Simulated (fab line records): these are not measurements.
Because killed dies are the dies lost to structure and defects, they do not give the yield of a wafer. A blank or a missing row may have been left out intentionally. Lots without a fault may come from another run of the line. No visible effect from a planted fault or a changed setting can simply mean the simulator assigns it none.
fab line records + flow n5Finfet
[record]
- lots = 4
- wafers = 12
- lastDay = 18
route steps=1938 shown BEOL_M4@1099 BEOL_M5@1112 BEOL_M8@1371 PASSIVATION@1936
lots with no fault: from the same line, run without faults
startH: hours from the record's opening day to when the first of the lot's shown wafers began + waitH: hours since the lot's step before + " identical to the entry in the row above + L1.1+2: one row covering several wafers at once + - no value, or no start was given + * or withheld: withheld + < > ~ a bound
route shown NAME@n: a module of which the file shows steps, and the number in the route of the first + usual: mean and standard deviation over wafers with no fault + same: alike in all rows + chamber/n: place in a boat + sites: each site's reading + _std_site: standard deviation of those values + _edge_site: the outer-site mean with the inner-site mean subtracted + radiusMm: for every site, how far away it sits from the centre of the wafer + mask NAME#n: copy n + behind: the last tool/chamber to shape the wafer + hold: reason for holding the lot/hours on hold/outcome of the hold + device: whichever transistor did not switch (one of n, p or np) + end of line: the route-end tests of the same wafers + a step with no rows: only its recipe + killed: not the wafer's yield, but the dies lost to structure and defects at the first sort + map: a wafer's dies, x killed, . not, _ none there
set.NAME: the setting as run; set.NAME@STEP: as run at that earlier step + model.NAME: the simulator's own value behind a step, which no gauge read
lots seen at some steps along the route; tables by step, rows by wafer
services: a tool's chamber out of use, with start hour (startH, from the record's first day; less than 0 if before it), hours out, and reason
[[steps]]
[step N5_BEOL_M4_ANNEAL_95]
[recipe]
- tempC = 400
- timeS = 240
- ambient = vacuum
[step N5_BEOL_M4_SPUTTER_96]
[recipe]
- material = Cu
- targetThkA = 45
- tempC = -20
- chamberPressurePa = 0.07
- powerW = withheld
- timeS = 8.29
[step N5_BEOL_M4_ECD_50]
[recipe]
- material = Cu
- targetThkA = 3000
[step N5_BEOL_M4_ANNEAL_51]
[recipe]
- tempC = 225
- timeS = 90
- ambient = N2
[step N5_BEOL_M4_CMP_52]
[recipe]
- stopOn = SiOC
- tOverpolishS = 6.8
- downForcePsi = 1
- platenRpm = 50
- clearingPlatenDownForcePsi = 1.5
- clearingPlatenRpm = 50
- postCmpClean = cuAlkaline
- targetThkNm = 40
- clearingPlatenPadVelocityMS = 0.99484
- padVelocityMS = 0.99484
[step N5_BEOL_M4_PRE_CLEAN_60]
[recipe]
- gas = NH3/H2
- timeS = 15
- tempC = *
- rfPowerW = 300
[step N5_BEOL_M4_CO_CAP_55]
[recipe]
- material = Co
- targetThkA = 20
- tempC = 200
- precursor = CCTBA/H2
- pressureTorr = 30
- timeS = 102.1
[step N5_BEOL_M4_PRE_CLEAN_56]
[recipe]
- gas = NH3
- timeS = 15
- tempC = withheld
- rfPowerW = 300
[step N5_BEOL_M4_DEP_57]
[recipe]
- material = SiCN
- targetThkA = 80
- tempC = withheld
- precursor = 3MS/NH3
- pressureTorr = 3
- rfW = 202
- timeS = 14
[step N5_BEOL_M4_RC_MEAS_101]
[usual]
- DIBL_N = 36.0/2.5
- DIBL_P = 36.2/3
- IOFF_N = 0.16/0.044
- IOFF_P = 0.21/0.049
- ION_N = 671/15
- ION_P = 461/8.7
- SS_N = 71.5/0.72
- SS_P = 73.4/0.9
- VT_N = 251/4.4
- VT_P = -250/4
| lot.wafer | tool      | chamber | startH | waitH | DIBL_N[mV/V] | DIBL_P[mV/V] | IOFF_N[nA/um] | IOFF_P[nA/um] | ION_N[uA/um] | ION_P[uA/um] | SS_N[mV/dec] | SS_P[mV/dec] | VT_N[mV] | VT_P[mV] |
|-----------|-----------|---------|--------|-------|--------------|--------------|---------------|---------------|--------------|--------------|--------------|--------------|----------|----------|
| L409.2    | prober-02 | 0       | 215.42 | 0.2   | 37.3         | 37.8         | 0.17          | 0.23          | 682          | 467          | 71.5         | 73.6         | 248      | -250     |
| L409.3    | "         | 0       | "      | "     | 35.3         | 35.8         | 0.13          | 0.19          | 675          | 467          | 71.4         | 73.0         | 250      | -253     |
| L409.5    | "         | 0       | "      | "     | 38.8         | 38.8         | 0.21          | 0.24          | 697          | 474          | 72.1         | 74.2         | 245      | -247     |
| L417.2    | prober-01 | 0       | 258.56 | 0.2   | 31.9         | 32.2         | 0.09          | 0.15          | 640          | 450          | 70.3         | 72.3         | 257      | -252     |
| L417.4    | "         | 0       | "      | "     | 33.8         | 33.6         | 0.12          | 0.17          | 651          | 452          | 71.5         | 72.2         | 254      | -249     |
| L417.6    | "         | 0       | "      | "     | 33.8         | 34.5         | 0.12          | 0.19          | 663          | 460          | 71.3         | 73.1         | 255      | -251     |
| L416.1    | prober-02 | 0       | 260.71 | 0.0   | 39.9         | 37.9         | 0.20          | 0.24          | 672          | 462          | 72.0         | 74.2         | 244      | -251     |
| L416.5    | "         | 0       | "      | "     | 34.0         | 31.6         | 0.10          | 0.15          | 673          | 464          | 71.2         | 72.5         | 256      | -255     |
| L416.6    | "         | 0       | "      | "     | 38.8         | 38.2         | 0.17          | 0.26          | 666          | 466          | 72.1         | 75.0         | 248      | -248     |
| L427.3    | prober-02 | 0       | 319.01 | 0.3   | 30.4         | 29.3         | 0.07          | 0.10          | 638          | 438          | 70.0         | 71.8         | 261      | -263     |
| L427.4    | "         | 0       | "      | "     | 35.3         | 35.9         | 0.12          | 0.18          | 662          | 456          | 71.2         | 73.4         | 256      | -255     |
| L427.6    | "         | 0       | "      | "     | 33.7         | 33.6         | 0.11          | 0.14          | 660          | 453          | 71.0         | 73.0         | 256      | -258     |
[step N5_BEOL_M5_ILD_DEP_00]
[recipe]
- material = SiCOH_lowk
- targetThkA = 1406.4
- tempC = 300
- precursor = DEMS/porogen
- pressureTorr = 5
- rfW = 500
- timeS = 25.9
[step N5_BEOL_M5_CURE_79]
[recipe]
- tempC = 385
- timeS = 240
- ambient = He/Ar
- material = SiCOH_lowk
[step N5_BEOL_M5_PECVD_70]
[recipe]
- material = SiO2
- targetThkA = 160
- tempC = 400
- precursor = TEOS/O2
- pressureTorr = 5.5
- rfW = 450
- teosFlowSccm = 53.8
- gas = O2
- flowSccm = 3000
- timeS = 18
[step N5_BEOL_M5_HM_DEP_02]
[recipe]
- material = TiN
- targetThkA = 200
- tempC = 25
- chamberPressurePa = 0.49996
[step N5_BEOL_M5_COAT_59]
[recipe]
- resist = SOC
- tempC = 250
- timeS = 60
- spinRpm = 1500
- resistThkNm = 60
[step N5_BEOL_M5_COAT_60]
[recipe]
- resist = SiARC
- tempC = 220
- timeS = 60
- spinRpm = 1500
- resistThkNm = 12
[step N5_BEOL_M5_COAT_71]
[recipe]
- resist = underlayer
- tempC = 205
- timeS = 60
- spinRpm = 1500
- resistThkNm = 5
[step N5_BEOL_M5_COAT_05]
[recipe]
- resist = CAR-EUV
- spinRpm = 1500
- resistThkNm = 30
[step N5_BEOL_M5_EBR_07]
[recipe]
- solvent = PGMEA
- ebrWidthMm = 1.5
[step N5_BEOL_M5_SOFTBAKE_06]
[recipe]
- tempC = 110
- timeS = 60
- resist = CAR-EUV
[step N5_BEOL_M5_EXPOSE_08]
[recipe]
- maskId = M5
- na = 0.33
- sourceShape = annular
- sigmaInner = 0.4
- sigmaOuter = 0.8
- polarization = unpolarized
- targetCdNm = 28
- doseMj = 35.75
[step N5_BEOL_M5_PEB_09]
[recipe]
- pebTempC = 100
- pebTimeS = 60
- resist = CAR-EUV
[step N5_BEOL_M5_DEVELOP_10]
[recipe]
- developTimeS = 30
- developer = TMAH
- resist = CAR-EUV
- rinseLiquid = surfactantRinse
- dry = airSpin
- devTempC = 23
[step N5_BEOL_M5_DESCUM_16]
[recipe]
- chemistry = O2
- timeS = 7
- sourcePowerW = 50
- biasPowerW = 20
- pressureMtorr = 20
- rfFrequencyHz = 2.712e+07
- tempC = 40
- resist = CAR-EUV
- o2FlowSccm = 225
[step N5_BEOL_M5_ETCH_72]
[recipe]
- chemistry = N2/H2
- target = underlayer
- targetDepthA = 65
- maskMaterial = CAR-EUV
- timeS = 5.2
- ionEnergyEv = 200
- pressureMtorr = 30
- sourceW = 840
- biasW = 150
- n2FlowSccm = 200
- h2FlowSccm = 200
- ends = cleared
[step N5_BEOL_M5_ETCH_61]
[recipe]
- chemistry = CF4
- target = SiARC
- targetDepthA = 156
- maskMaterial = CAR-EUV
- timeS = 26
- ionEnergyEv = 80
- pressureMtorr = 40
- sourceW = 545
- biasW = 36
- Ar_flow_sccm = 100
- cf4FlowSccm = 100
- ends = cleared
[step N5_BEOL_M5_ETCH_62]
[recipe]
- chemistry = N2/H2
- target = SOC
- targetDepthA = 750
- overetchA = 150
- maskMaterial = SiARC
- tempC = 40
- timeS = 112.5
- ionEnergyEv = 200
- pressureMtorr = 30
- sourceW = 840
- biasW = 150
- n2FlowSccm = 200
- h2FlowSccm = 200
[step N5_BEOL_M5_STRIP_63]
[recipe]
- chemistry = N2/H2
- tempC = 40
- n2FlowSccm = 200
- h2FlowSccm = 200
- rfFrequencyHz = 6e+07
[step N5_BEOL_M5_STRIP_73]
[recipe]
- chemistry = N2/H2
- tempC = 40
- n2FlowSccm = 200
- h2FlowSccm = 200
- rfFrequencyHz = 6e+07
[step N5_BEOL_M5_STRIP_64]
[recipe]
- chemistry = CF4
- resist = SiARC
- powerW = 300
- biasPowerW = 75
- pressureMtorr = 50
- cf4FlowSccm = 150
- rfFrequencyHz = 6e+07
[step N5_BEOL_M5_HM_OPEN_17]
[recipe]
- chemistry = Cl2/BCl3
- targetDepthA = 200
- overetchA = 60
- target = TiN
- maskMaterial = SOC
- ionEnergyEv = 150
- pressureMtorr = 10
- icpW = 1000
- biasW = 126
- Cl2_flow_sccm = 53.25
- bcl3FlowSccm = 21.75
- Ar_flow_sccm = 25
[step N5_BEOL_M5_STRIP_19]
[recipe]
- chemistry = O2
- powerW = 400
- tempC = 40
- pressureMtorr = 30
- rfFrequencyHz = 6e+07
- biasPowerW = 0
- overashFraction = 0.2
- o2FlowSccm = 225
[step N5_BEOL_M5_COAT_65]
[recipe]
- resist = SOC
- tempC = 250
- timeS = 60
- spinRpm = 1500
- resistThkNm = 60
[step N5_BEOL_M5_COAT_66]
[recipe]
- resist = SiARC
- tempC = 220
- timeS = 60
- spinRpm = 1500
- resistThkNm = 12
[step N5_BEOL_M8_ETCH_66]
[recipe]
- chemistry = N2/H2
- target = SOC
- targetDepthA = 800
- overetchA = 160
- maskMaterial = SiARC
- tempC = 40
- timeS = 120
- ionEnergyEv = 200
- pressureMtorr = 30
- sourceW = 840
- biasW = 150
- n2FlowSccm = 200
- h2FlowSccm = 200
[usual]
- biasW = 150.0/0.47
- chamberPressureMTorr = 29.999/0.025
- drypumpMotorCurrentA = 5.8/0.41
- oesProductAu = 0.60/0.065
- rfVppV = 523.7/2.5
- showerheadPlenumPTorr = 2.55/0.079
- throttleValvePct = 17.98/0.29
- timeS = 120/0
| lot.wafer | tool       | chamber | startH | waitH | biasW | chamberPressureMTorr | drypumpMotorCurrentA | oesProductAu | rfHoursCounterH | rfVppV | showerheadPlenumPTorr | throttleValvePct | timeS | model.CAR-EUV_of_BEOL_M8_COAT_22.thkNm | model.SiARC_of_BEOL_M8_COAT_64.thkNm | model.underlayer_of_BEOL_M8_COAT_71.thkNm |
|-----------|------------|---------|--------|-------|-------|----------------------|----------------------|--------------|-----------------|--------|-----------------------|------------------|-------|----------------------------------------|--------------------------------------|-------------------------------------------|
| L409.2    | rieDiel-02 | 0       | 251.61 | 0.0   | 149.8 | 29.992               | 5.3                  | 0.54         | 218             | 523.8  | 2.53                  | 18.39            | 120   | 0                                      | 6.8                                  | 0                                         |
| L409.3    | "          | 2       | "      | "     | 149.5 | 29.993               | 5.8                  | 0.61         | 114             | 524.7  | 2.57                  | 17.93            | 120   | 0                                      | 6.6                                  | 0                                         |
| L409.5    | "          | 2       | "      | "     | 150.0 | 30.025               | 5.8                  | 0.61         | -               | 523.9  | 2.57                  | 17.93            | 120   | 0                                      | 6.6                                  | 0                                         |
| L417.2    | rieDiel-01 | 3       | 289.50 | 0.0   | -     | -                    | -                    | -            | -               | -      | -                     | -                | -     | 11.2                                   | 12                                   | 5                                         |
| L417.4    | "          | 2       | "      | "     | -     | -                    | -                    | -            | -               | -      | -                     | -                | -     | 11.2                                   | 12                                   | 5                                         |
| L417.6    | "          | 2       | "      | "     | -     | -                    | -                    | -            | -               | -      | -                     | -                | -     | 11.2                                   | 12                                   | 5                                         |
| L416.1    | rieDiel-02 | 2       | 292.55 | 0.0   | -     | -                    | -                    | -            | -               | -      | -                     | -                | -     | 11.2                                   | 12                                   | 5                                         |
| L416.5    | "          | 2       | "      | "     | -     | -                    | -                    | -            | -               | -      | -                     | -                | -     | 11.2                                   | 12                                   | 5                                         |
| L416.6    | "          | 3       | "      | "     | -     | -                    | -                    | -            | -               | -      | -                     | -                | -     | 11                                     | 12                                   | 5                                         |
| L427.3    | rieDiel-05 | 3       | 354.71 | 0.0   | 149.8 | 30.022               | 5.6                  | 0.67         | 41              | 526.2  | 2.59                  | 17.42            | 120   | 0                                      | 6.4                                  | 0                                         |
| L427.4    | "          | 1       | "      | "     | 150.1 | 29.996               | 4.8                  | 0.71         | 10              | 525.0  | 2.60                  | 17.86            | 120   | 0                                      | 6.2                                  | 0                                         |
| L427.6    | "          | 1       | "      | "     | 150.1 | 29.995               | 4.7                  | 0.71         | -               | 525.7  | 2.60                  | 17.84            | 120   | 0                                      | 6.4                                  | 0                                         |
[step N5_BEOL_M8_VIA_ETCH_34]
[recipe]
- chemistry = C4F6/O2
- target = SiCOH_lowk
- targetDepthA = 1255
- maskMaterial = SOC
- taperDeg = 4
- timeS = 50.5
- ionEnergyEv = 250
- pressureMtorr = 30
- sourceW = 345
- biasW = 185
- Ar_flow_sccm = 300
- C4F6_flow_sccm = 10
- O2_flow_sccm = 10
[usual]
- C4F6_flow_sccm = 10.002/0.03
- O2_flow_sccm = 10.001/0.028
- drypumpMotorCurrentA = 5.8/0.41
- oes_f_703_au = 0.78/0.099
- oes_o_777_au = 0.78/0.1
- oesProductAu = 0.78/0.091
- rfVppV = 666/20
- showerheadPlenumPTorr = 2.84/0.095
- throttleValvePct = 20.98/0.27
[same]
- timeS = 50.5
| lot.wafer | tool       | chamber | startH | waitH | C4F6_flow_sccm | O2_flow_sccm | drypumpMotorCurrentA | oes_f_703_au | oes_o_777_au | oesProductAu | rfHoursCounterH | rfVppV | showerheadPlenumPTorr | throttleValvePct |
|-----------|------------|---------|--------|-------|----------------|--------------|----------------------|--------------|--------------|--------------|-----------------|--------|-----------------------|------------------|
| L409.2    | rieDiel-02 | 0       | 251.71 | 0.0   | 9.995          | 9.977        | 5.2                  | 0.72         | 0.72         | 0.72         | 218             | 630    | 2.81                  | 21.27            |
| L409.3    | "          | 2       | "      | "     | 10.021         | 10.002       | 5.7                  | 0.74         | 0.74         | 0.79         | 114             | 689    | 2.88                  | 21.06            |
| L409.5    | "          | 2       | "      | "     | 10.036         | 9.938        | 5.7                  | 0.74         | 0.74         | 0.79         | -               | 689    | 2.88                  | 21.08            |
| L417.2    | rieDiel-01 | 3       | 289.60 | 0.0   | 9.997          | 9.999        | 5.7                  | 0.73         | 0.72         | 0.27         | 214             | 661    | 2.80                  | 20.79            |
| L417.4    | "          | 2       | "      | "     | 9.980          | 9.998        | 5.7                  | 0.73         | 0.75         | 0.27         | 222             | 684    | 2.91                  | 21.14            |
| L417.6    | "          | 2       | "      | "     | 10.012         | 10.005       | 5.7                  | 0.73         | 0.75         | 0.27         | -               | 684    | 2.91                  | 21.12            |
| L416.1    | rieDiel-02 | 2       | 292.65 | 0.0   | 10.001         | 10.002       | 5.7                  | 0.71         | 0.72         | 0.29         | 134             | 689    | 2.87                  | 20.95            |
| L416.5    | "          | 2       | "      | "     | 10.025         | 9.958        | 5.7                  | 0.72         | 0.72         | 0.29         | -               | 688    | 2.87                  | 20.95            |
| L416.6    | "          | 3       | "      | "     | 10.006         | 10.003       | 5.9                  | 0.88         | 0.89         | 0.32         | -               | 655    | 2.77                  | 20.74            |
| L427.3    | rieDiel-05 | 3       | 354.81 | 0.0   | 9.992          | 9.952        | 5.6                  | 0.86         | 0.87         | 0.87         | 41              | 678    | 2.90                  | 20.56            |
| L427.4    | "          | 1       | "      | "     | 10.019         | 10.022       | 4.7                  | 0.90         | 0.90         | 0.94         | 11              | 678    | 2.93                  | 21.06            |
| L427.6    | "          | 1       | "      | "     | 9.981          | 10.014       | 4.8                  | 0.91         | 0.90         | 0.95         | -               | 679    | 2.93                  | 21.04            |
[step N5_PASSIVATION_PROBE_49]
[usual]
- defectLimitedYield = 91.7/1.4
- killed_at_M0_to_M3 = 31/11
- killed_at_M4_up = 13/4.6
- killedAtContacts = 13/6.7
- killedAtFrontEnd = 39/9.6
- killedAtOther = 3.5/2.8
- killedDies = 98/16
- killedOnRim = 13/4.2
- killedOpen = 64/11
- killedShort = 33/8.5
- sort_bin_5_function = 4.9/0.96
- sort_bin_6_memory = 3.1/0.59
- sort_bin_8_speed = 0.2/1.3
- sortNPass = 1080/23
- sortYieldPct = 91.5/1.9
[same]
- grossDies = 1180
- killedAtBackSide = 0
- sort_bin_4_leakage[%] = 0
| lot.wafer | tool      | chamber | startH | waitH | defectLimitedYield[%] | killed_at_M0_to_M3 | killed_at_M4_up | killedAtContacts | killedAtFrontEnd | killedAtOther | killedDies | killedOnRim | killedOpen | killedShort | sort_bin_5_function[%] | sort_bin_6_memory[%] | sort_bin_8_speed[%] | sortNPass | sortYieldPct[%] |
|-----------|-----------|---------|--------|-------|-----------------------|--------------------|-----------------|------------------|------------------|---------------|------------|-------------|------------|-------------|------------------------|----------------------|---------------------|-----------|-----------------|
| L409.2    | prober-02 | -       | 326.53 | 0.8   | 91.2                  | 22                 | 18              | 10               | 50               | 4             | 104        | 14          | 67         | 37          | 4.6                    | 3.7                  | 0                   | 1076      | 91.2            |
| L409.3    | prober-02 | -       | 326.58 | 0.9   | 92.5                  | 29                 | 11              | 2                | 46               | 0             | 88         | 13          | 53         | 34          | 4.2                    | 2.9                  | 0                   | 1092      | 92.5            |
| L409.5    | prober-02 | -       | 326.68 | 1.0   | 93.8                  | 16                 | 23              | 8                | 26               | 0             | 73         | 6           | 52         | 20          | 3.2                    | 2.5                  | 0                   | 1107      | 93.8            |
| L417.2    | prober-01 | -       | 351.84 | 0.1   | 0                     | 39                 | 1075            | 15               | 48               | 3             | 1180       | 152         | 73         | 45          | 96.0                   | 3.9                  | 0                   | 0         | 0               |
| L417.4    | prober-01 | -       | 351.94 | 0.2   | 0                     | 40                 | 1074            | 15               | 46               | 5             | 1180       | 152         | 83         | 31          | 96.9                   | 2.7                  | 0                   | 0         | 0               |
| L417.6    | prober-01 | -       | 352.04 | 0.3   | 0                     | 35                 | 1071            | 17               | 52               | 5             | 1180       | 152         | 74         | 42          | 96.3                   | 3.4                  | 0                   | 0         | 0               |
| L416.1    | prober-01 | -       | 362.21 | 0.0   | 0                     | 30                 | 1091            | 21               | 33               | 5             | 1180       | 152         | 66         | 34          | 96.6                   | 3.2                  | 0                   | 0         | 0               |
| L416.5    | prober-01 | -       | 362.41 | 0.2   | 0                     | 22                 | 1109            | 13               | 36               | 0             | 1180       | 152         | 59         | 26          | 97.3                   | 2.5                  | 0                   | 0         | 0               |
| L416.6    | prober-01 | -       | 362.46 | 0.3   | 0                     | 24                 | 1108            | 17               | 31               | 0             | 1180       | 152         | 58         | 23          | 97.3                   | 2.4                  | 0                   | 0         | 0               |
// killed by level:class
L409.2 STI_FIN_REVEAL:geometricParticle:open=18 MOL_CONTACT_COAG:geometricParticle:open=7 FIN_SAQP:geometricParticle:short=6 BEOL_M1:geometricParticle:open=6 FIN_SAQP:geometricParticle:open=4 BEOL_M0_SAQP:geometricParticle:open=4 BEOL_M4:geometricParticle:open=4 STARTING-WAFER:geometricParticle:short=4
L409.3 STI_FIN_REVEAL:geometricParticle:open=19 BEOL_M0_SAQP:geometricParticle:open=6 BEOL_M0:geometricParticle:short=5 STARTING-WAFER:geometricParticle:open=5 FIN_SAQP:geometricParticle:open=4 STI_FIN_REVEAL:geometricParticle:short=4 BEOL_M0_SAQP:geometricParticle:short=4 FIN_SAQP:geometricParticle:short=3
L409.5 BEOL_M4:geometricParticle:open=12 STI_FIN_REVEAL:geometricParticle:open=6 MOL_CONTACT_COAG:geometricParticle:open=6 BEOL_M5:geometricParticle:open=5 FIN_SAQP:geometricParticle:short=4 BEOL_M0:geometricParticle:open=4 STARTING-WAFER:geometricParticle:open=4 ILD0:geometricParticle:short=3
L417.2 BEOL_M8:areaEtch=1062 BEOL_M0_SAQP:geometricParticle:short=11 MOL_CONTACT_COAG:geometricParticle:open=11 BEOL_M3:geometricParticle:open=8 DUMMY_GATE:geometricParticle:open=7 BEOL_M1:geometricParticle:open=7 FIN_SAQP:geometricParticle:open=6 BEOL_M0_SAQP:geometricParticle:open=6
L417.4 BEOL_M8:areaEtch=1065 BEOL_M3:geometricParticle:open=13 MOL_CONTACT_COAG:geometricParticle:open=12 STI_FIN_REVEAL:geometricParticle:open=10 BEOL_M0_SAQP:geometricParticle:open=9 BEOL_M2:geometricParticle:open=9 FIN_SAQP:geometricParticle:short=6 BEOL_M0_SAQP:geometricParticle:short=6
L417.6 BEOL_M8:areaEtch=1064 BEOL_M3:geometricParticle:open=13 STI_FIN_REVEAL:geometricParticle:open=12 MOL_CONTACT_COAG:geometricParticle:open=12 DUMMY_GATE:geometricParticle:open=9 BEOL_M0_SAQP:geometricParticle:short=8 GATE_CUT:geometricParticle:short=8 BEOL_M0_SAQP:geometricParticle:open=6
L416.1 BEOL_M8:areaEtch=1080 MOL_CONTACT_COAG:geometricParticle:open=16 FIN_SAQP:geometricParticle:short=7 BEOL_M2:geometricParticle:open=7 STI_FIN_REVEAL:geometricParticle:open=6 BEOL_M0_SAQP:geometricParticle:open=6 BEOL_M0_SAQP:geometricParticle:short=6 FIN_SAQP:geometricParticle:open=5
L416.5 BEOL_M8:areaEtch=1095 MOL_CONTACT_COAG:geometricParticle:open=12 STI_FIN_REVEAL:geometricParticle:open=9 BEOL_M4:geometricParticle:open=8 BEOL_M0_SAQP:geometricParticle:short=8 BEOL_M2:geometricParticle:open=7 FIN_SAQP:geometricParticle:open=7 FIN_SAQP:geometricParticle:short=6
L416.6 BEOL_M8:areaEtch=1099 MOL_CONTACT_COAG:geometricParticle:open=16 BEOL_M2:geometricParticle:open=8 FIN_SAQP:geometricParticle:open=6 STI_FIN_REVEAL:geometricParticle:open=6 FIN_SAQP:geometricParticle:short=4 BEOL_M0_SAQP:geometricParticle:open=4 STARTING-WAFER:geometricParticle:short=3
// map L416.1 (x killed, . not)
_________________xxxxxxxxxxxx________________
______________xxxxxxxxxxxxxxxxxx_____________
___________xxxxxxxxxxxxxxxxxxxxxxxx__________
__________xxxxxxxxxxxxxxxxxxxxxxxxxx_________
________xxxxxxxxxxxxxxxxxxxxxxxxxxxxxx_______
_______xxxxxxxxxxxxxxxxxxxxxxxxxxxxxxxx______
______xxxxxxxxxxxxxxxxxxxxxxxxxxxxxxxxxx_____
_____xxxxxxxxxxxxxxxxxxxxxxxxxxxxxxxxxxxx____
____xxxxxxxxxxxxxxxxxxxxxxxxxxxxxxxxxxxxxx___
___xxxxxxxxxxxxxxxxxxxxxxxxxxxxxxxxxxxxxxxx__
___xxxxxxxxxxxxxxxxxxxxxxxxxxxxxxxxxxxxxxxx__
__xxxxxxxxxxxxxxxxxxxxxxxxxxxxxxxxxxxxxxxxxx_
__xxxxxxxxxxxxxxxxxxxxxxxxxxxxxxxxxxxxxxxxxx_
_xxxxxxxxxxxxxxxxxxxxxxxxxxxxxxxxxxxxxxxxxxxx
_xxxxxxxxxxxxxxxxxxxxxxxxxxxxxxxxxxxxxxxxxxxx
_xxxxxxxxxxxxxxxxxxxxxxxxxxxxxxxxxxxxxxxxxxxx
_xxxxxxxxxxxxxxxxxxxxxxxxxxxxxxxxxxxxxxxxxxxx
_xxxxxxxxxxxxxxxxxxxxxxxxxxxxxxxxxxxxxxxxxxxx
_xxxxxxxxxxxxxxxxxxxxxxxxxxxxxxxxxxxxxxxxxxxx
_xxxxxxxxxxxxxxxxxxxxxxxxxxxxxxxxxxxxxxxxxxxx
_xxxxxxxxxxxxxxxxxxxxxxxxxxxxxxxxxxxxxxxxxxxx
__xxxxxxxxxxxxxxxxxxxxxxxxxxxxxxxxxxxxxxxxxx_
__xxxxxxxxxxxxxxxxxxxxxxxxxxxxxxxxxxxxxxxxxx_
___xxxxxxxxxxxxxxxxxxxxxxxxxxxxxxxxxxxxxxxx__
___xxxxxxxxxxxxxxxxxxxxxxxxxxxxxxxxxxxxxxxx__
____xxxxxxxxxxxxxxxxxxxxxxxxxxxxxxxxxxxxxx___
_____xxxxxxxxxxxxxxxxxxxxxxxxxxxxxxxxxxxx____
______xxxxxxxxxxxxxxxxxxxxxxxxxxxxxxxxxx_____
_______xxxxxxxxxxxxxxxxxxxxxxxxxxxxxxxx______
________xxxxxxxxxxxxxxxxxxxxxxxxxxxxxx_______
__________xxxxxxxxxxxxxxxxxxxxxxxxxx_________
___________xxxxxxxxxxxxxxxxxxxxxxxx__________
______________xxxxxxxxxxxxxxxxxx_____________
_________________xxxxxxxxxxxx________________
// map L417.2 (x killed, . not)
_________________xxxxxxxxxxxx________________
______________xxxxxxxxxxxxxxxxxx_____________
___________xxxxxxxxxxxxxxxxxxxxxxxx__________
__________xxxxxxxxxxxxxxxxxxxxxxxxxx_________
________xxxxxxxxxxxxxxxxxxxxxxxxxxxxxx_______
_______xxxxxxxxxxxxxxxxxxxxxxxxxxxxxxxx______
______xxxxxxxxxxxxxxxxxxxxxxxxxxxxxxxxxx_____
_____xxxxxxxxxxxxxxxxxxxxxxxxxxxxxxxxxxxx____
____xxxxxxxxxxxxxxxxxxxxxxxxxxxxxxxxxxxxxx___
___xxxxxxxxxxxxxxxxxxxxxxxxxxxxxxxxxxxxxxxx__
___xxxxxxxxxxxxxxxxxxxxxxxxxxxxxxxxxxxxxxxx__
__xxxxxxxxxxxxxxxxxxxxxxxxxxxxxxxxxxxxxxxxxx_
__xxxxxxxxxxxxxxxxxxxxxxxxxxxxxxxxxxxxxxxxxx_
_xxxxxxxxxxxxxxxxxxxxxxxxxxxxxxxxxxxxxxxxxxxx
_xxxxxxxxxxxxxxxxxxxxxxxxxxxxxxxxxxxxxxxxxxxx
_xxxxxxxxxxxxxxxxxxxxxxxxxxxxxxxxxxxxxxxxxxxx
_xxxxxxxxxxxxxxxxxxxxxxxxxxxxxxxxxxxxxxxxxxxx
_xxxxxxxxxxxxxxxxxxxxxxxxxxxxxxxxxxxxxxxxxxxx
_xxxxxxxxxxxxxxxxxxxxxxxxxxxxxxxxxxxxxxxxxxxx
_xxxxxxxxxxxxxxxxxxxxxxxxxxxxxxxxxxxxxxxxxxxx
_xxxxxxxxxxxxxxxxxxxxxxxxxxxxxxxxxxxxxxxxxxxx
__xxxxxxxxxxxxxxxxxxxxxxxxxxxxxxxxxxxxxxxxxx_
__xxxxxxxxxxxxxxxxxxxxxxxxxxxxxxxxxxxxxxxxxx_
___xxxxxxxxxxxxxxxxxxxxxxxxxxxxxxxxxxxxxxxx__
___xxxxxxxxxxxxxxxxxxxxxxxxxxxxxxxxxxxxxxxx__
____xxxxxxxxxxxxxxxxxxxxxxxxxxxxxxxxxxxxxx___
_____xxxxxxxxxxxxxxxxxxxxxxxxxxxxxxxxxxxx____
______xxxxxxxxxxxxxxxxxxxxxxxxxxxxxxxxxx_____
_______xxxxxxxxxxxxxxxxxxxxxxxxxxxxxxxx______
________xxxxxxxxxxxxxxxxxxxxxxxxxxxxxx_______
__________xxxxxxxxxxxxxxxxxxxxxxxxxx_________
___________xxxxxxxxxxxxxxxxxxxxxxxx__________
______________xxxxxxxxxxxxxxxxxx_____________
_________________xxxxxxxxxxxx________________
[[services]]
| tool       | chamber | startH | hours | kind                        |
|------------|---------|--------|-------|-----------------------------|
| rieDiel-02 | 3       | 241.86 | 46.0  | repair                      |
| rieDiel-05 | 3       | 243.39 | -     | clean                       |
| rieDiel-05 | 3       | 243.39 | -     | consumableReplace:focusRing |
| rieDiel-05 | 3       | 243.39 | 13.8  | scheduledDown               |
| rieDiel-05 | 3       | 243.39 | 13.8  | ventCycle                   |
| rieDiel-05 | -       | 266.00 | 4.0   | pm                          |
| rieDiel-05 | 1       | 297.00 | -     | clean                       |
| rieDiel-05 | 1       | 297.00 | -     | consumableReplace:focusRing |
| rieDiel-05 | 1       | 297.00 | 35.3  | scheduledDown               |
| rieDiel-05 | 1       | 297.00 | 35.3  | ventCycle                   |
| rieDiel-05 | 0       | 319.99 | 7.4   | repair                      |
| rieDiel-02 | 0       | 327.18 | -     | clean                       |
| rieDiel-02 | 0       | 327.18 | -     | consumableReplace:focusRing |
| rieDiel-02 | 0       | 327.18 | 35.0  | scheduledDown               |
| rieDiel-02 | 0       | 327.18 | 35.0  | ventCycle                   |
| rieDiel-05 | 2       | 332.38 | -     | clean                       |
| rieDiel-05 | 2       | 332.38 | -     | consumableReplace:focusRing |
| rieDiel-05 | 2       | 332.38 | 17.7  | scheduledDown               |
| rieDiel-05 | 2       | 332.38 | 17.7  | ventCycle                   |
| rieDiel-01 | 2       | 350.29 | 6.7   | repair                      |
[[key]]
[firstSign]
- step = N5_BEOL_M8_ETCH_66
- reading = toolRecord
- direction = missing
[effect]
- step = N5_BEOL_M8_VIA_ETCH_34
- reading = oesProductAu
- direction = down
- sigmas = 5.5
- usual = 0.78
- struck = 0.28
[effect]
- step = N5_PASSIVATION_PROBE_49
- reading = killed_at_M4_up
- direction = up
- sigmas = 99+
- usual = 13
- struck = 1088
[modelEffect]
- step = N5_BEOL_M8_ETCH_66
- value = CAR-EUV_of_BEOL_M8_COAT_22.thkNm
- without = 0
- struck = 11.17
[moreKillsBornAt]
- N5_BEOL_M8_ETCH_66@rieDiel-02 = 3274
- N5_BEOL_M8_ETCH_66@rieDiel-01 = 3191
metAt N5_BEOL_M8_ETCH_66
struckWafers L416.1,L416.5,L416.6,L417.2,L417.4,L417.6
laterRowsLeftOut L416.1,L416.5,L416.6,L417.2,L417.4,L417.6
onsetBetween 251.61 289.50
[fault]
- kind = skippedStepWhole
- tool = rieDiel-01,rieDiel-02
- chamber = -
- onsetH = 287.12
- steps = N5_BEOL_M8_ETCH_66
- scope = struckLotsOnly
// laterRowsLeftOut: the simulator's readings of these wafers behind a module that went badly wrong aren't trusted and aren't shown, but for the sort
